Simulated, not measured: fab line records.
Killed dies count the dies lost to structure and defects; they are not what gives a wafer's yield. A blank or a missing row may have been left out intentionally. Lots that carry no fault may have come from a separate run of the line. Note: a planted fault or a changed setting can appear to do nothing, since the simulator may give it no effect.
fab line records + flow n5-finfet
record
- lots=5
- wafers=15
- last-day=16
route steps=1938 shown DUMMY_GATE@229 SPACER0@258 SD_EPI_N@262 BEOL_M4@1111 PASSIVATION@1936
lots that met no fault: from a run of the same line without faults
start-h: hours from the record's opening day to when the first of the lot's shown wafers began + wait-h: hours from the lot's prior step to this one + " unchanged from the row above + L1.1+2: several wafers, shown together as one row + - no value, or no start given + * or withheld: withheld + < > ~ a bound
route shown NAME@n: NAME is a module with steps in the file, n the number in the route of the first one + usual: average and standard deviation across the fault-free wafers + same: alike in all rows + chamber/n: place in a boat + sites: each site's reading + _std_site: standard deviation across them + _edge_site: mean of outer sites minus mean of inner sites + radius-mm: how far each site lies from the wafer's centre + mask NAME#n: copy n + behind: tool/chamber where the wafer was last shaped + hold: the reason the lot was held/the length of the hold in hours/how it ended + device: names the non-switching transistor (n, p or np) + end of line: the same wafers' tests at the end of the route + a step with no rows: only its recipe + killed: dies that structure and defects cost at the first sort, which is not the same as the wafer's yield + map: the dies of a wafer, with x for killed, . for not killed, _ for no die there
set.NAME: the setting that was run; set.NAME@STEP: the one run at that earlier step + model.NAME: the simulator's own value behind a step, which no gauge read
certain route steps with their lots: each step a table, each wafer a row
services: the hour from which a tool's chamber was out of use, counted from the record's first day as start-h (under 0 if before that day), plus the number of hours and why
## steps
# step N5_DUMMY_GATE_PEB_13
# recipe
- peb-temp-c=100
- peb-time-s=60
- resist=CAR-EUV
# step N5_DUMMY_GATE_DEVELOP_14
# recipe
- develop-time-s=30
- developer=TMAH
- resist=CAR-EUV
- rinse-liquid=surfactant-rinse
- dry=air-spin
- dev-temp-c=23
# step N5_DUMMY_GATE_DESCUM_20
# recipe
- chemistry=O2
- time-s=6.2
- source-power-w=50
- bias-power-w=20
- pressure-mtorr=20
- rf-frequency-hz=2.712e+07
- temp-c=40
- resist=CAR-EUV
- o2-flow-sccm=225
# step N5_DUMMY_GATE_ETCH_29
# recipe
- chemistry=N2/H2
- target=underlayer
- target-depth-a=130
- ion-energy-ev=200
- pressure-mtorr=30
- source-w=840
- bias-w=150
- n2-flow-sccm=200
- h2-flow-sccm=200
# step N5_DUMMY_GATE_ETCH_36
# recipe
- chemistry=CF4
- target=SiARC
- target-depth-a=130
- pressure-mtorr=40
- source-w=545
- bias-w=36
- Ar_flow_sccm=100
- cf4-flow-sccm=100
- ion-energy-ev=80
# step N5_DUMMY_GATE_ETCH_37
# recipe
- chemistry=N2/H2
- target=SOC
- target-depth-a=600
- overetch-a=300
- temp-c=40
- ion-energy-ev=200
- pressure-mtorr=30
- source-w=840
- bias-w=150
- n2-flow-sccm=200
- h2-flow-sccm=200
# step N5_DUMMY_GATE_STRIP_38
# recipe
- chemistry=N2/H2
- temp-c=40
- n2-flow-sccm=200
- h2-flow-sccm=200
- rf-frequency-hz=6e+07
# step N5_DUMMY_GATE_STRIP_39
# recipe
- chemistry=N2/H2
- temp-c=40
- n2-flow-sccm=200
- h2-flow-sccm=200
- rf-frequency-hz=6e+07
# step N5_DUMMY_GATE_TRIM_49
# recipe
- chemistry=O2
- resist=SOC
- time-s=29
- target-cd-nm=14
- source-power-w=300
- bias-power-w=0
- O2_flow_sccm=100
- temp-c=20
# step N5_DUMMY_GATE_STRIP_40
# recipe
- chemistry=CF4
- resist=SiARC
- power-w=300
- bias-power-w=75
- pressure-mtorr=50
- cf4-flow-sccm=150
- rf-frequency-hz=6e+07
# usual
- drypump-motor-current-A=5.5/0.37
- oes-product-au=0.77/0.075
- rf-vpp-V=271.8/1.6
- showerhead-plenum-p-Torr=1.82/0.055
- throttle-valve-pct=13.70/0.18
| lot.wafer | tool        | chamber | start-h | wait-h | drypump-motor-current-A | oes-product-au | rf-hours-counter-h | rf-vpp-V | showerhead-plenum-p-Torr | throttle-valve-pct |
|-----------|-------------|---------|---------|--------|-------------------------|----------------|--------------------|----------|--------------------------|--------------------|
| L531.3    | rie-diel-02 | 0       | 71.30   | 0.1    | 5.6                     | 0.82           | 73                 | 270.4    | 1.83                     | 13.62              |
| L531.5    | "           | 0       | "       | "      | 5.5                     | 0.80           | -                  | 271.7    | 1.83                     | 13.63              |
| L531.6    | "           | 1       | "       | "      | 6.0                     | 0.93           | -                  | 272.9    | 1.82                     | 13.63              |
| L535.1    | rie-diel-02 | 3       | 98.84   | 0.2    | 5.7                     | 0.69           | 245                | 268.8    | 1.71                     | 13.93              |
| L535.2    | "           | 2       | "       | "      | 5.7                     | 0.77           | 131                | 273.4    | 1.87                     | 13.56              |
| L535.5    | "           | 0       | "       | "      | 5.5                     | 0.81           | -                  | 272.2    | 1.83                     | 13.63              |
| L537.2    | rie-diel-02 | 2       | 109.17  | 0.2    | 5.7                     | 0.76           | 135                | 273.4    | 1.86                     | 13.56              |
| L537.4    | "           | 0       | "       | "      | 5.6                     | 0.79           | 86                 | 272.2    | 1.83                     | 13.66              |
| L537.6    | "           | 2       | "       | "      | 5.7                     | 0.75           | -                  | 273.4    | 1.86                     | 13.57              |
| L540.3    | rie-diel-02 | 1       | 123.35  | 0.1    | 6.1                     | 0.89           | 30                 | 273.2    | 1.82                     | 13.67              |
| L540.4    | "           | 0       | "       | "      | 5.6                     | 0.79           | -                  | 273.1    | 1.83                     | 13.66              |
| L540.6    | "           | 2       | "       | "      | 5.8                     | 0.76           | -                  | 274.2    | 1.86                     | 13.59              |
| L545.1    | rie-diel-05 | 3       | 155.10  | 0.1    | 5.3                     | 0.75           | 165                | 269.7    | 1.73                     | 13.66              |
| L545.3    | "           | 1       | "       | "      | 6.2                     | 0.81           | 75                 | 272.5    | 1.82                     | 13.59              |
| L545.6    | "           | 2       | "       | "      | 5.7                     | 0.75           | -                  | 269.6    | 1.72                     | 13.76              |
# step N5_DUMMY_GATE_ETCH_31
# recipe
- chemistry=C4F6/O2
- target=SiO2
- mask-material=SOC
- target-depth-a=825
- time-s=27.5
- ion-energy-ev=250
- pressure-mtorr=30
- source-w=345
- bias-w=185
- Ar_flow_sccm=300
- C4F6_flow_sccm=10
- O2_flow_sccm=10
# step N5_DUMMY_GATE_STRIP_41
# recipe
- chemistry=O2
- power-w=400
- temp-c=40
- pressure-mtorr=30
- rf-frequency-hz=6e+07
- bias-power-w=0
- overash-fraction=0.3
- o2-flow-sccm=225
# step N5_DUMMY_GATE_HM_OPEN_21
# recipe
- chemistry=CH3F/O2
- target=SiNx
- target-depth-a=1200
- Ar_flow_sccm=150
- CH3F_flow_sccm=30
- O2_flow_sccm=23
- time-s=171.4
- pressure-mtorr=30
- source-w=395
- bias-w=73
- ion-energy-ev=120.7
# step N5_DUMMY_GATE_ETCH_32
# recipe
- chemistry=CF4
- target=SiO2
- target-depth-a=35
- time-s=3.9
- ion-energy-ev=350
- pressure-mtorr=10
- icp-w=800
- bias-w=400
- cf4-flow-sccm=80
# step N5_DUMMY_GATE_ETCH_23
# recipe
- chemistry=HBr/Cl2/O2
- HBr_flow_sccm=150
- Cl2_flow_sccm=80
- O2_flow_sccm=12
- bias-w=102
- target-depth-a=410
- time-s=22.3
- target=poly-Si
- mask-material=SiO2
- pressure-mtorr=10
- icp-w=800
# step N5_DUMMY_GATE_ETCH_44
# recipe
- chemistry=HBr/O2
- over-etch-frac=0.7
- target-depth-a=1275
- stop-on=SiO2
- ion-energy-ev=60
- bias-w=20
- target=poly-Si
- mask-material=SiO2
- pressure-mtorr=20
- icp-w=400
- HBr_flow_sccm=120
- O2_flow_sccm=10
# step N5_DUMMY_GATE_ETCH_42
# recipe
- chemistry=CHF3/O2
- target=SiO2
- target-depth-a=35
- time-s=31
- ion-energy-ev=30
- bias-w=12
- pressure-mtorr=30
- source-w=600
- Ar_flow_sccm=200
- CHF3_flow_sccm=50
- O2_flow_sccm=5
# step N5_DUMMY_GATE_STRIP_48
# recipe
- chemistry=N2/H2
- time-s=20
- power-w=100
- temp-c=40
- pressure-mtorr=100
- rf-frequency-hz=6e+07
- bias-power-w=3
- n2-flow-sccm=300
- h2-flow-sccm=300
# step N5_DUMMY_GATE_PRECLEAN_33
# recipe
- chemistry=dHF
- time-s=10
- dilution=750:1
- temp-c=25
# step N5_DUMMY_GATE_PRECLEAN_25
# recipe
- chemistry=O3/DIW
- time-s=45
- temp-c=22
- o3-ppm=10
# step N5_DUMMY_GATE_PRECLEAN_51
# recipe
- chemistry=SC2
- time-s=45
- temp-c=35
- mix=1:1:50
# step N5_DUMMY_GATE_SRD_26
# recipe
- dry=ipa-marangoni
- time-s=30
- temp-c=23
- rinse-liquid=diw
# step N5_DUMMY_GATE_UV_OZONE_45
# recipe
- time-s=120
- pressure-torr=760
- temp-c=25
# step N5_DUMMY_GATE_INSPECT_27
# recipe
- inspect-instrument=brightfield
- mode=aei
# usual
- raw-defect-count=316/87
| lot.wafer | tool              | chamber | start-h | wait-h | raw-defect-count |
|-----------|-------------------|---------|---------|--------|------------------|
| L531.3    | defect-inspect-01 | -       | 72.12   | 0.0    | 302              |
| L531.5    | "                 | -       | "       | "      | 392              |
| L531.6    | "                 | -       | "       | "      | 398              |
| L535.1    | defect-inspect-01 | -       | 99.83   | 0.0    | 230              |
| L535.2    | "                 | -       | "       | "      | 1614             |
| L535.5    | "                 | -       | "       | "      | 227              |
| L537.2    | defect-inspect-01 | -       | 110.01  | 0.0    | 1513             |
| L537.4    | "                 | -       | "       | "      | 261              |
| L537.6    | "                 | -       | "       | "      | 1446             |
| L540.3    | defect-inspect-02 | -       | 124.18  | 0.0    | 328              |
| L540.4    | "                 | -       | "       | "      | 285              |
| L540.6    | "                 | -       | "       | "      | 1488             |
| L545.1    | defect-inspect-01 | -       | 156.10  | 0.0    | 302              |
| L545.3    | "                 | -       | "       | "      | 261              |
| L545.6    | "                 | -       | "       | "      | 203              |
# step N5_SPACER0_ALD_07
# recipe
- material=SiNx
- target-thk-a=20
- temp-c=400
- ald-precursor-family=SiH2I2
- ald-co-reactant=N2/H2-plasma
- pressure-torr=2
# step N5_SPACER0_ALD_00
# recipe
- material=SiOCN
- target-thk-a=35
- temp-c=400
- ald-precursor-family=alkyl-aminosilane
- ald-co-reactant=O2/N2-plasma
- pulse-time-s=3
- purge-time-s=2
- co-reactant-purge-time-s=2
- ald-cycles=58
- pressure-torr=2
# step N5_SPACER0_ALD_08
# recipe
- material=SiNx
- target-thk-a=20
- temp-c=400
- ald-precursor-family=SiH2I2
- ald-co-reactant=N2/H2-plasma
- pressure-torr=2
# step N5_SPACER0_INSPECT_04
# recipe
- inspect-instrument=darkfield
- mode=post-dep
# usual
- raw-defect-count=144/33
| lot.wafer | tool              | chamber | start-h | wait-h | raw-defect-count |
|-----------|-------------------|---------|---------|--------|------------------|
| L531.3    | defect-inspect-01 | -       | 73.16   | 0.1    | 159              |
| L531.5    | "                 | -       | "       | "      | 157              |
| L531.6    | "                 | -       | "       | "      | 181              |
| L535.1    | defect-inspect-01 | -       | 100.50  | 0.1    | 145              |
| L535.2    | "                 | -       | "       | "      | 1419             |
| L535.5    | "                 | -       | "       | "      | 121              |
| L537.2    | defect-inspect-02 | -       | 110.62  | 0.1    | 1431             |
| L537.4    | "                 | -       | "       | "      | 151              |
| L537.6    | "                 | -       | "       | "      | 1303             |
| L540.3    | defect-inspect-02 | -       | 125.81  | 0.1    | 168              |
| L540.4    | "                 | -       | "       | "      | 118              |
| L540.6    | "                 | -       | "       | "      | 1353             |
| L545.1    | defect-inspect-02 | -       | 156.70  | 0.1    | 123              |
| L545.3    | "                 | -       | "       | "      | 117              |
| L545.6    | "                 | -       | "       | "      | 89               |
# step N5_SD_EPI_N_COAT_32
# recipe
- resist=SOC
- temp-c=250
- time-s=60
- spin-rpm=1500
- resist-thk-nm=350
# step N5_SD_EPI_N_COAT_33
# recipe
- resist=SiARC
- temp-c=220
- time-s=60
- spin-rpm=1500
- resist-thk-nm=35
# step N5_SD_EPI_N_COAT_03
# recipe
- resist=CAR-ArF-block
- spin-rpm=1500
- resist-thk-nm=150
# step N5_SD_EPI_N_EBR_05
# recipe
- solvent=PGMEA
- ebr-width-mm=1.5
# step N5_SD_EPI_N_SOFTBAKE_04
# recipe
- temp-c=110
- time-s=60
- resist=CAR-ArF-block
# step N5_SD_EPI_N_EXPOSE_06
# recipe
- mask-id=SD_N_BLK
- na=1.35
- source-shape=conventional
- sigma-outer=0.8
- polarization=unpolarized
- target-cd-nm=120
- dose-mj=39.75
# step N5_SD_EPI_N_PEB_07
# recipe
- peb-temp-c=110
- peb-time-s=60
- resist=CAR-ArF-block
# step N5_SD_EPI_N_DEVELOP_08
# recipe
- develop-time-s=30
- developer=TMAH
- resist=CAR-ArF-block
- dev-temp-c=23
- rinse-liquid=diw
- dry=air-spin
# step N5_SD_EPI_N_INSPECT_11
# recipe
- mode=adi
- inspect-instrument=macro
# usual
- raw-defect-count=2.3/1.6
| lot.wafer | tool              | chamber | start-h | wait-h | raw-defect-count |
|-----------|-------------------|---------|---------|--------|------------------|
| L531.3    | defect-inspect-02 | -       | 73.61   | 0.0    | 1                |
| L531.5    | "                 | -       | "       | "      | 1                |
| L531.6    | "                 | -       | "       | "      | 4                |
| L535.1    | defect-inspect-02 | -       | 100.95  | 0.0    | 1                |
| L535.2    | "                 | -       | "       | "      | >300             |
| L535.5    | "                 | -       | "       | "      | 3                |
| L537.2    | defect-inspect-02 | -       | 111.07  | 0.0    | >300             |
| L537.4    | "                 | -       | "       | "      | 2                |
| L537.6    | "                 | -       | "       | "      | >300             |
| L540.3    | defect-inspect-02 | -       | 126.27  | 0.0    | 0                |
| L540.4    | "                 | -       | "       | "      | 4                |
| L540.6    | "                 | -       | "       | "      | >300             |
| L545.1    | defect-inspect-02 | -       | 157.15  | 0.0    | 1                |
| L545.3    | "                 | -       | "       | "      | 6                |
| L545.6    | "                 | -       | "       | "      | 1                |
# step N5_BEOL_M4_RC_MEAS_101
# usual
- DIBL_N=36.1/1.6
- DIBL_P=35.7/1.8
- IOFF_N=0.159/0.027
- IOFF_P=0.21/0.03
- ION_N=673/10
- ION_P=462/7.4
- SS_N=71.4/0.56
- SS_P=73.2/0.61
- VT_N=249.7/3
- VT_P=-250/3.1
| lot.wafer | tool      | chamber | start-h | wait-h | DIBL_N[mV/V] | DIBL_P[mV/V] | IOFF_N[nA/um] | IOFF_P[nA/um] | ION_N[uA/um] | ION_P[uA/um] | SS_N[mV/dec] | SS_P[mV/dec] | VT_N[mV] | VT_P[mV] |
|-----------|-----------|---------|---------|--------|--------------|--------------|---------------|---------------|--------------|--------------|--------------|--------------|----------|----------|
| L531.3    | prober-02 | 0       | 185.47  | 0.3    | 37.4         | 35.6         | 0.154         | 0.18          | 667          | 455          | 71.5         | 73.2         | 253.0    | -254     |
| L531.5    | "         | 0       | "       | "      | 37.4         | 37.2         | 0.157         | 0.20          | 667          | 458          | 71.6         | 73.3         | 250.0    | -252     |
| L531.6    | "         | 0       | "       | "      | 37.6         | 36.5         | 0.149         | 0.18          | 656          | 445          | 71.7         | 73.3         | 252.7    | -254     |
| L535.1    | prober-01 | 0       | 209.83  | 0.0    | 34.9         | 35.3         | 0.137         | 0.20          | 676          | 471          | 70.3         | 72.6         | 252.1    | -249     |
| L535.2    | "         | 0       | "       | "      | 36.3         | 36.4         | 0.147         | 0.20          | 677          | 464          | 71.5         | 73.2         | 250.0    | -250     |
| L535.5    | "         | 0       | "       | "      | 35.4         | 34.5         | 0.136         | 0.18          | 655          | 451          | 71.0         | 72.6         | 254.1    | -253     |
| L537.2    | prober-02 | 0       | 227.44  | 0.2    | 34.4         | 33.7         | 0.118         | 0.18          | 658          | 457          | 71.3         | 72.5         | 252.9    | -249     |
| L537.4    | "         | 0       | "       | "      | 34.6         | 33.3         | 0.117         | 0.18          | 667          | 463          | 71.0         | 71.8         | 252.9    | -250     |
| L537.6    | "         | 0       | "       | "      | 36.6         | 35.8         | 0.153         | 0.22          | 660          | 463          | 71.8         | 73.2         | 250.9    | -247     |
| L540.3    | prober-02 | 0       | 245.09  | 0.3    | 36.4         | 37.4         | 0.155         | 0.25          | 675          | 468          | 72.0         | 73.0         | 252.0    | -248     |
| L540.4    | "         | 0       | "       | "      | 36.1         | 37.2         | 0.154         | 0.23          | 668          | 469          | 71.0         | 73.4         | 251.6    | -246     |
| L540.6    | "         | 0       | "       | "      | 33.7         | 34.3         | 0.113         | 0.19          | 646          | 453          | 70.3         | 73.1         | 257.1    | -250     |
| L545.1    | prober-01 | 0       | 281.32  | 0.0    | 35.3         | 34.4         | 0.133         | 0.17          | 677          | 463          | 70.7         | 72.0         | 250.3    | -254     |
| L545.3    | "         | 0       | "       | "      | 36.7         | 36.0         | 0.154         | 0.20          | 680          | 469          | 70.9         | 73.2         | 247.0    | -250     |
| L545.6    | "         | 0       | "       | "      | 34.5         | 34.2         | 0.123         | 0.17          | 675          | 465          | 70.3         | 72.5         | 249.6    | -252     |
# step N5_PASSIVATION_PROBE_49
# usual
- defect-limited-yield=91.0/1.3
- killed_at_M0_to_M3=33/10
- killed_at_M4_up=14/5.6
- killed-at-contacts=12/5.8
- killed-at-front-end=43/11
- killed-at-other=4.1/2.8
- killed-dies=106/15
- killed-on-rim=14/3.9
- killed-open=70/12
- killed-short=34/7.5
- sort_bin_5_function=5.3/0.88
- sort_bin_6_memory=3.3/0.64
- sort_bin_8_speed=0.00/0.016
- sort-n-pass=1074/15
- sort-yield-pct=91.0/1.3
# same
- gross-dies=1180
- killed-at-back-side=0
- sort_bin_4_leakage[%]=0
| lot.wafer | tool      | chamber | start-h | wait-h | defect-limited-yield[%] | killed_at_M0_to_M3 | killed_at_M4_up | killed-at-contacts | killed-at-front-end | killed-at-other | killed-dies | killed-on-rim | killed-open | killed-short | sort_bin_5_function[%] | sort_bin_6_memory[%] | sort_bin_8_speed[%] | sort-n-pass | sort-yield-pct[%] |
|-----------|-----------|---------|---------|--------|-------------------------|--------------------|-----------------|--------------------|---------------------|-----------------|-------------|---------------|-------------|--------------|------------------------|----------------------|---------------------|-------------|-------------------|
| L531.3    | prober-02 | -       | 293.27  | 0.1    | 90.9                    | 35                 | 6               | 23                 | 42                  | 1               | 107         | 15            | 67          | 39           | 5.8                    | 3.1                  | 0                   | 1073        | 90.9              |
| L531.5    | prober-02 | -       | 293.37  | 0.2    | 90.4                    | 52                 | 13              | 12                 | 35                  | 1               | 113         | 14            | 72          | 40           | 5.9                    | 3.1                  | 0                   | 1067        | 90.4              |
| L531.6    | prober-02 | -       | 293.42  | 0.3    | 90.8                    | 54                 | 9               | 10                 | 33                  | 2               | 108         | 13            | 83          | 24           | 5.1                    | 3.9                  | 0.08                | 1071        | 90.8              |
| L535.2    | prober-02 | -       | 313.97  | 0.1    | 87.5                    | 23                 | 4               | 5                  | 114                 | 1               | 147         | 25            | 46          | 21           | 7.6                    | 2.6                  | 0.08                | 1033        | 87.5              |
| L537.2    | prober-02 | -       | 341.36  | 0.1    | 84.5                    | 35                 | 14              | 3                  | 125                 | 6               | 183         | 32            | 71          | 33           | 8.4                    | 4.2                  | 0                   | 997         | 84.5              |
| L537.4    | prober-02 | -       | 341.46  | 0.2    | 90.3                    | 27                 | 23              | 13                 | 48                  | 3               | 114         | 15            | 79          | 34           | 5.6                    | 3.5                  | 0                   | 1066        | 90.3              |
| L537.6    | prober-02 | -       | 341.56  | 0.3    | 82.9                    | 42                 | 14              | 6                  | 132                 | 8               | 202         | 34            | 76          | 37           | 9.9                    | 3.9                  | 0                   | 978         | 82.9              |
| L540.3    | prober-02 | -       | 357.35  | 0.1    | 93.9                    | 24                 | 6               | 3                  | 35                  | 4               | 72          | 9             | 50          | 17           | 3.2                    | 2.7                  | 0                   | 1108        | 93.9              |
| L540.4    | prober-02 | -       | 357.40  | 0.2    | 92.5                    | 25                 | 16              | 2                  | 44                  | 2               | 89          | 13            | 59          | 27           | 3.5                    | 3.6                  | 0                   | 1091        | 92.5              |
| L540.6    | prober-02 | -       | 357.50  | 0.3    | 84.2                    | 51                 | 15              | 12                 | 105                 | 3               | 186         | 30            | 74          | 27           | 10.0                   | 3.2                  | 0                   | 994         | 84.2              |
| L545.1    | prober-01 | -       | 381.00  | 0.0    | 89.2                    | 40                 | 12              | 23                 | 49                  | 4               | 128         | 21            | 79          | 47           | 6.1                    | 4.4                  | 0                   | 1052        | 89.2              |
| L545.3    | prober-01 | -       | 381.10  | 0.1    | 92.1                    | 29                 | 13              | 4                  | 43                  | 4               | 93          | 10            | 55          | 38           | 4.3                    | 3.2                  | 0                   | 1087        | 92.1              |
| L545.6    | prober-01 | -       | 381.25  | 0.3    | 88.9                    | 67                 | 6               | 18                 | 38                  | 2               | 131         | 16            | 95          | 36           | 7.7                    | 3.3                  | 0                   | 1049        | 88.9              |
# killed by level:class
L531.3 MOL_CONTACT_COAG:geometric-particle:open=16 STI_FIN_REVEAL:geometric-particle:open=15 BEOL_M0_SAQP:geometric-particle:open=11 STI_FIN_REVEAL:geometric-particle:short=10 BEOL_M0_SAQP:geometric-particle:short=8 MOL_CONTACT_COAG:geometric-particle:short=7 BEOL_M2:geometric-particle:open=7 BEOL_M1:geometric-particle:open=5
L531.5 BEOL_M0_SAQP:geometric-particle:short=11 BEOL_M2:geometric-particle:open=11 GATE_CUT:geometric-particle:short=10 BEOL_M1:geometric-particle:open=10 MOL_CONTACT_COAG:geometric-particle:open=9 STI_FIN_REVEAL:geometric-particle:open=8 BEOL_M0_SAQP:geometric-particle:open=5 BEOL_M3:geometric-particle:open=5
L531.6 BEOL_M0_SAQP:geometric-particle:open=15 BEOL_M2:geometric-particle:open=15 MOL_CONTACT_COAG:geometric-particle:open=10 FIN_SAQP:geometric-particle:open=7 BEOL_M1:geometric-particle:open=7 GATE_CUT:geometric-particle:open=5 BEOL_M0_SAQP:geometric-particle:short=5 BEOL_M0:geometric-particle:open=5
L535.2 DUMMY_GATE:unspecified=78 STI_FIN_REVEAL:geometric-particle:open=12 BEOL_M0_SAQP:geometric-particle:open=6 FIN_SAQP:geometric-particle:short=5 FIN_SAQP:geometric-particle:open=5 BEOL_M1:geometric-particle:open=5 GATE_CUT:geometric-particle:short=4 BEOL_M0_SAQP:geometric-particle:short=4
L537.2 DUMMY_GATE:unspecified=77 STI_FIN_REVEAL:geometric-particle:open=16 BEOL_M3:geometric-particle:open=10 FIN_SAQP:geometric-particle:open=9 BEOL_M4:geometric-particle:open=6 FIN_SAQP:geometric-particle:short=4 GATE_CUT:geometric-particle:short=4 BEOL_M0_SAQP:geometric-particle:short=4
L537.4 FIN_SAQP:geometric-particle:open=15 MOL_CONTACT_COAG:geometric-particle:open=11 STI_FIN_REVEAL:geometric-particle:open=9 BEOL_M4:geometric-particle:open=7 FIN_SAQP:geometric-particle:short=6 BEOL_M0:geometric-particle:open=6 GATE_CUT:geometric-particle:short=5 BEOL_M0_SAQP:geometric-particle:short=5
L537.6 DUMMY_GATE:unspecified=83 FIN_SAQP:geometric-particle:open=11 FIN_SAQP:geometric-particle:short=9 BEOL_M0_SAQP:geometric-particle:short=9 STI_FIN_REVEAL:geometric-particle:open=8 BEOL_M0_SAQP:geometric-particle:open=8 BEOL_M0:geometric-particle:open=7 BEOL_M4:geometric-particle:open=7
L540.3 BEOL_M3:geometric-particle:open=8 STI_FIN_REVEAL:geometric-particle:open=7 GATE_CUT:geometric-particle:short=5 BEOL_M2:geometric-particle:open=5 FIN_SAQP:geometric-particle:open=4 GATE_CUT:geometric-particle:open=4 BEOL_M0_SAQP:geometric-particle:open=4 BEOL_M4:geometric-particle:open=4
L540.4 STI_FIN_REVEAL:geometric-particle:open=16 BEOL_M4:geometric-particle:open=7 FIN_SAQP:geometric-particle:short=6 BEOL_M1:geometric-particle:open=5 BEOL_M3:geometric-particle:open=5 FIN_SAQP:geometric-particle:open=4 GATE_CUT:geometric-particle:short=4 BEOL_M1:geometric-particle:short=4
L540.6 DUMMY_GATE:unspecified=84 BEOL_M2:geometric-particle:open=13 MOL_CONTACT_COAG:geometric-particle:open=9 BEOL_M1:geometric-particle:open=9 BEOL_M0_SAQP:geometric-particle:open=8 BEOL_M3:geometric-particle:open=7 BEOL_M0_SAQP:geometric-particle:short=6 STI_FIN_REVEAL:geometric-particle:open=5
L545.1 FIN_SAQP:geometric-particle:short=15 MOL_CONTACT_COAG:geometric-particle:open=15 FIN_SAQP:geometric-particle:open=8 MOL_CONTACT_COAG:geometric-particle:short=8 BEOL_M2:geometric-particle:open=8 BEOL_M3:geometric-particle:open=8 DUMMY_GATE:geometric-particle:open=6 BEOL_M0_SAQP:geometric-particle:short=6
L545.3 FIN_SAQP:geometric-particle:short=16 FIN_SAQP:geometric-particle:open=13 BEOL_M3:geometric-particle:open=11 STI_FIN_REVEAL:geometric-particle:open=6 BEOL_M0_SAQP:geometric-particle:open=4 BEOL_M11:geometric-particle:open=3 BEOL_M2:geometric-particle:open=3 BEOL_M4:geometric-particle:open=3
L545.6 BEOL_M3:geometric-particle:open=21 MOL_CONTACT_COAG:geometric-particle:open=15 FIN_SAQP:geometric-particle:short=11 BEOL_M2:geometric-particle:open=11 BEOL_M0:geometric-particle:open=10 BEOL_M1:geometric-particle:open=9 FIN_SAQP:geometric-particle:open=8 BEOL_M0_SAQP:geometric-particle:open=6
# map L535.2 (x killed, . not)
_________________............________________
______________.....x..x.x......._____________
___________........................__________
__________.....x.............x......_________
________xxx.......x.........x.....x..._______
_______xxxxx........x..................______
______xxxxx...................x........._____
_____xxxxxxx.............................____
____xxxxxxxx.x................x..x...x...x___
___xxxxxxxxx..x..x.........................__
___xxxxxxxx.x.................x..........x.__
__xxxxxxxxx........................x.......x_
__xxxxxxxx...............x................x._
_xxxxxxxx................................x...
_xxx.xx................................x...x.
_.x.xx.x.....................................
_.x...xx....x.........x..............x.....x.
_...........x.x..........x...................
_.x.......x..........xx...x..................
_.x.........................................x
_...................xx...x.......x....x......
__.....x................x..................._
__......x...............x..................._
___..........x...........x.................__
___..........................x............x__
____....x.........................x.x.....___
_____................x...................____
______........x........................._____
_______.................x..............______
________...............x......x.x....._______
__________....................x....._________
___________...x....................__________
______________.................._____________
_________________............________________
# map L537.6 (x killed, . not)
_________________..x.........________________
______________...............x.._____________
___________......................x.__________
__________..x................x......_________
________xxxx......................xx.x_______
_______xxxx.x.............xxxx.........______
______xxxxxx.....x..x.x................._____
_____xxxxxxxxx.....x...xx..x........x....____
____xxxxxxx........xx................x....___
___xxxxxxxxx......xx............x..........__
___xxxxxxxx.x.............x................__
__xxxxxxxxx..x........x...x....x....x..x...._
__xxxxxxxxx........x.........x..x..........x_
_xxxxxxx.xxx.....................x....x.x....
_x.xxxx.x....................xx..........x...
_.....x..x.............x.......x......xx....x
_.x......x....x...x.....x...............x.x..
_......................x......x...xx...x..x..
_....................xx.............x........
_.....x.x..x.x........................x.xx...
_....x...................x...................
__..........x..............................._
__.x...............x.....................x.._
___..x...x..........x...............x.....x__
___..xxx............x....................x.__
____.........................x.....x......___
_____.....xx........x.x...x..............____
______....x.........x.....xx............_____
_______..x.......x...x.x.x........x....______
________............x..........x......_______
__________....x..............x......_________
___________x...x.x..........x......__________
______________......x...x......._____________
_________________x...x...x...________________
## services
| tool        | chamber | start-h | hours | kind                          |
|-------------|---------|---------|-------|-------------------------------|
| rie-diel-02 | 3       | 50.39   | 12.1  | repair                        |
| rie-diel-02 | 3       | 66.11   | 4.3   | repair                        |
| rie-diel-05 | 0       | 66.63   | 1.9   | repair                        |
| rie-diel-02 | 3       | 117.94  | -     | clean                         |
| rie-diel-02 | 3       | 117.94  | -     | consumable-replace:focus-ring |
| rie-diel-02 | 3       | 117.94  | -     | consumable-replace:showerhead |
| rie-diel-02 | 3       | 117.94  | 14.9  | scheduled-down                |
| rie-diel-02 | 3       | 117.94  | 14.9  | vent-cycle                    |
| rie-diel-05 | 2       | 128.71  | 1.6   | repair                        |
| rie-diel-05 | -       | 139.60  | 0.4   | repair                        |
## key
first-sign
- step=N5_DUMMY_GATE_INSPECT_27
- reading=raw-defect-count
- direction=up
- sigmas=14
- usual=316
- struck=1515
effect
- step=N5_SPACER0_INSPECT_04
- reading=raw-defect-count
- direction=up
- sigmas=38
- usual=144
- struck=1376
effect
- step=N5_SD_EPI_N_INSPECT_11
- reading=raw-defect-count
- direction=up
- sigmas=99+
- usual=2.3
- struck=>300
effect
- step=N5_PASSIVATION_PROBE_49
- reading=killed-at-front-end
- direction=up
- sigmas=7.1
- usual=43
- struck=119
more-kills-born-at
- N5_DUMMY_GATE_STRIP_40@rie-diel-02=322
met-at N5_DUMMY_GATE_STRIP_40
struck-wafers L535.2,L537.2,L537.6,L540.6
fault
- kind=chamber-particle-source
- tool=rie-diel-02
- chamber=2
- onset-h=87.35
- steps=N5_DUMMY_GATE_STRIP_40
- rate-per-visit-cm2=1.8468
- end-h=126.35
